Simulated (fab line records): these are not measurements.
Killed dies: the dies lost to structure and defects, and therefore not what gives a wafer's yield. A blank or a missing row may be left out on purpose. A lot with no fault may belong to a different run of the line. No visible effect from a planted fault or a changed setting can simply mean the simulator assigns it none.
Comparing a struck lot with a sound one | flow nand harc | 23 out of 1302 route steps
Sound: the wafers L200.2, L200.5, L200.6. Struck: wafers L209.1, L209.4, L209.5. The cause is given at the end.
At each step with rows: each side's tool, then ch and its chambers, then its first start. Under that, the readings that differ: sound wafers | struck wafers | difference of the means | sigmas: that difference in standard deviations of wafers without a fault.
alike: readings whose means differ by less than 2 such deviations, and words and numbers that are the same on both sides. not compared: withheld readings, readings that some wafer has no value for, bounds like >300 that may hide the same value, and numbers for which the record gives no deviation and whose values overlap.
A row with sigmas, a row that says differs or no value, or rows on one side alone: a step with any of these is where the two part. Numbers that don't overlap but have no deviation are shown without sigmas and don't part them. A reading missing from all wafers of one side parts the sides only when that side holds two or more wafers.

NHARC_A_BLC_PVD_32: deposits Ti, target thk 5 nm, time 17.7 s.
  sound on pvd sputter-03; struck on pvd sputter-03
  alike: throttle valve pct
NHARC_A_BLC_ALD_23: deposits TiN, target thk 3 nm, pulse time 1 s, ald cycles 150.
  sound on ald metal-03 ch 0,1,3, day 27 16:35; struck on ald metal-02 ch 0,2, day 31 19:00
  alike: heater power w, precursor pulse height rel
  not compared: since wet clean h
NHARC_A_BLC_CVD_24: deposits W, target thk 150 nm, time 434 s.
  sound on cvd w-01 ch 0,1; struck on cvd w-02 ch 0,1
  alike: heater power w, throttle valve pct
  not compared: since wet clean h
NHARC_A_BLC_CMP_25: polishes, t overpolish 30 s, target thk 150 nm.
  sound on cmp-03 ch 0,1,2, day 27 17:38; struck on cmp-04 ch 0,2, day 31 19:44
  alike: motor current A, overpolish run s, slurry flow ml min, time to endpoint s
next, for these wafers, 1 step has no rows: NHARC_A_BLC_SRD_27.
NHARC_A_BLC_INSPECT_28:
  sound on defect inspect-01, day 27 17:58; struck on defect inspect-02, day 31 20:08
  alike: raw defect count
then, 5 steps without rows for these wafers: NHARC_A_M0_DEP_00 (deposits SiOC, target thk 150 nm); NHARC_A_M0_DEHYDRATE_01 (time 120 s); NHARC_A_M0_HMDS_02 (time 30 s); NHARC_A_M0_COAT_33 (time 65 s); NHARC_A_M0_COAT_03 (resist thk 90 nm).
NHARC_A_M0_SOFTBAKE_04: time 55 s.
  sound on litho track-01 ch 0, day 27 18:00; struck on litho track-01 ch 0, day 31 20:00
  reading                  | sound                | struck               | difference | sigmas
  heater power total W (W) | 188.48 188.24 188.62 | 164.89 164.82 164.76 | -23.62     | -99 or more
  alike: exhaust pa
then, 4 steps without rows for these wafers: NHARC_A_M0_EBR_05; NHARC_A_M0_EXPOSE_06 (exposes mask A M0, target cd 80 nm); NHARC_A_M0_PEB_07 (peb time 65 s); NHARC_A_M0_DEVELOP_08 (develop time 35 s).
NHARC_A_M0_CD_MEAS_09 targets a cd of 80 nm.
  sound on cd sem-03 ch 0, day 27 18:53; struck on cd sem-02 ch 0, day 31 21:02
  reading    | sound          | struck         | difference | sigmas
  cd nm (nm) | 79.9 80.4 79.6 | 80.8 81.0 81.6 | +1.2       | +2
NHARC_A_M0_OVL_MEAS_10: pitch 160 nm.
  sound on overlay-02, day 27 18:58; struck on overlay-02, day 31 21:07
  reading           | sound          | struck      | difference | sigmas
  overlay y nm (nm) | -1.2 -1.2 -0.9 | 0.3 1.0 1.4 | +2.0       | +3
  alike: overlay x nm
NHARC_A_M0_INSPECT_11:
  sound on defect inspect-02, day 27 19:01; struck on defect inspect-02, day 31 21:10
  alike: raw defect count
NHARC_A_M0_DESCUM_14: chemistry O2, time 3 s.
  sound on rie diel-01 ch 0,2,3, day 27 19:06; struck on rie diel-05 ch 0,1,3, day 31 21:14
  reading               | sound             | struck           | difference | sigmas
  model.A_M0.cd nm (nm) | 80.14 80.68 79.96 | 81.11 80.86 81.7 | +0.96      |
  alike: drypump motor current A, o2 flow sccm, oes product au, rf vpp V, showerhead plenum p Torr, throttle valve pct
  not compared: rf hours counter h
NHARC_A_M0_ETCH_34: etches the open film in N2/H2, target depth 40 nm, overetch 12 nm, time 43.94 s.
  sound on rie diel-01 ch 0,3, day 27 19:10; struck on rie diel-05 ch 1,2,3, day 31 21:19
  reading               | sound             | struck            | difference | sigmas
  model.A_M0.cd nm (nm) | 80.65 80.65 79.79 | 81.61 81.12 81.45 | +1.03      |
  alike: drypump motor current A, n2 flow sccm, oes product au, rf vpp V, showerhead plenum p Torr, throttle valve pct
  not compared: rf hours counter h
NHARC_A_M0_ETCH_15: etches the open film in C4F8/Ar, target depth 150 nm, overetch 15 nm, time 82.5 s.
  sound on rie diel-01 ch 0,2,3; struck on rie diel-05 ch 0,3
  alike: oes product au, rf vpp V
  not compared: rf hours counter h
NHARC_END_SORT_01:
  the record has rows for the sound wafers here (prober-02 ch 0, day 29 11:43) and none for the struck ones

== WHERE THEY PART ==
Earliest at NHARC_A_M0_SOFTBAKE_04; latest, in this record, at NHARC_END_SORT_01.

WHY: the cause the simulator had injected
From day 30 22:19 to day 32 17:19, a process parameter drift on litho track-01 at NHARC_A_M0_SOFTBAKE_04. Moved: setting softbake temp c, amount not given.
